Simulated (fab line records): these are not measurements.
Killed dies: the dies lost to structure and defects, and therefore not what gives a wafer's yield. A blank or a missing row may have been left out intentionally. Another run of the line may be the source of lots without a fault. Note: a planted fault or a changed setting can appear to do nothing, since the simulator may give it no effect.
Split-lot trial + flow n5Finfet + route with 1938 steps; 7 lots, 21 wafers read

ON THE SPLIT
At N5_BEOL_M14_COAT_65 (time 60 s, resist thk 450 nm), the setting spinRpm was moved away from the recipe's 1500 rpm on 4 of the 21 wafers read, by -4.1% to +7.8%. All remaining wafers had this setting at the recipe value.

The reading comes from the split's own step.

THE READING
SOC_of_BEOL_M14_COAT_65.thkNm (the simulator's own value, which no gauge read), in nm, at N5_BEOL_M14_COAT_65 (time 60 s, resist thk 450 nm). There is no usual value for it anywhere in the file. Across the 17 wafers here that went through the recipe, the average is 451.6 nm and the standard deviation 0.86 nm.

| wafer  | tool, chamber at the split | spinRpm as run, rpm | against the recipe | SOC_of_BEOL_M14_COAT_65.thkNm, nm | against lot-mates on the recipe |
|--------|----------------------------|---------------------|--------------------|-----------------------------------|---------------------------------|
| L074.4 | lithoTrack-02, 0           | 1500                | recipe             | 450.4                             | -                               |
| L074.5 | lithoTrack-02, 0           | 1567                | +4.5%              | 440.6                             | -9.8                            |
| L074.6 | lithoTrack-02, 0           | 1567                | +4.5%              | 440.2                             | -10.2                           |
| L075.2 | lithoTrack-02, 0           | 1500                | recipe             | 451                               | -                               |
| L075.3 | lithoTrack-02, 0           | 1500                | recipe             | 451.2                             | -                               |
| L075.6 | lithoTrack-02, 0           | 1500                | recipe             | 450.6                             | -                               |
| L076.3 | lithoTrack-04, 0           | 1500                | recipe             | 451.4                             | -                               |
| L076.5 | lithoTrack-04, 0           | 1500                | recipe             | 452.6                             | -                               |
| L076.6 | lithoTrack-04, 0           | 1500                | recipe             | 453.4                             | -                               |
| L080.1 | lithoTrack-04, 0           | 1500                | recipe             | 450.4                             | -                               |
| L080.5 | lithoTrack-04, 0           | 1500                | recipe             | 450.8                             | -                               |
| L080.6 | lithoTrack-04, 0           | 1500                | recipe             | 452.6                             | -                               |
| L086.1 | lithoTrack-02, 0           | 1500                | recipe             | 451.6                             | -                               |
| L086.2 | lithoTrack-02, 0           | 1500                | recipe             | 452                               | -                               |
| L086.5 | lithoTrack-02, 0           | 1500                | recipe             | 453                               | -                               |
| L085.3 | lithoTrack-02, 0           | 1500                | recipe             | 451.8                             | -                               |
| L085.4 | lithoTrack-02, 0           | 1500                | recipe             | 451.6                             | -                               |
| L085.5 | lithoTrack-02, 0           | 1439                | -4.1%              | 461                               | +9.3                            |
| L097.3 | lithoTrack-04, 0           | 1500                | recipe             | 451.8                             | -                               |
| L097.5 | lithoTrack-04, 0           | 1500                | recipe             | 451.6                             | -                               |
| L097.6 | lithoTrack-04, 0           | 1617                | +7.8%              | 433.2                             | -18.5                           |

THE FIT
A straight line over all 21 wafers: SOC_of_BEOL_M14_COAT_65.thkNm changes by -2.4 nm for each +1% of spinRpm; r = -0.99; the points scatter about the line by 0.84 nm.
The same after taking each lot's own level away (the mean of its wafers on the recipe; 21 wafers): -2.32 nm for each +1%; r = -0.99; scatter 0.59 nm.
That fit puts the effect of the largest move of spinRpm on the reading at 18 nm.
The lots' own levels span 450.40 to 452.47 nm, that is 2.4 times the standard deviation above.
Consequently the slope shifts little with the lot-to-lot level, the two slopes agreeing.
Check: with one of the wafers moved furthest among these (+7.8%) left out of the fit, the line predicts -17.6 nm for it against its lot-mates. It came out at -18.5 nm against them.

THESE WAFERS: OTHER SPLITS
These wafers also went through other splits before the reading. Each is held against what the fit with the lots' levels taken away leaves over:
| other split on the same wafers | wafers away from the commonest value | r with SOC_of_BEOL_M14_COAT_65.thkNm (lot level and that fit taken away) |
|--------------------------------|--------------------------------------|--------------------------------------------------------------------------|
| N5_BEOL_M12_EXPOSE_07 doseMj   | 6                                    | +0.09                                                                    |
| N5_BEOL_M12_ETCH_59 h2FlowSccm | 9                                    | -0.11                                                                    |
| N5_BEOL_M13_COAT_65 spinRpm    | 9                                    | +0.09                                                                    |
| N5_BEOL_M13_EXPOSE_25 doseMj   | 6                                    | -0.17                                                                    |

FILE'S OWN FIT
SOC_of_BEOL_M14_COAT_65.thkNm changes by -2.33 nm for each +1% of spinRpm, r = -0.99.
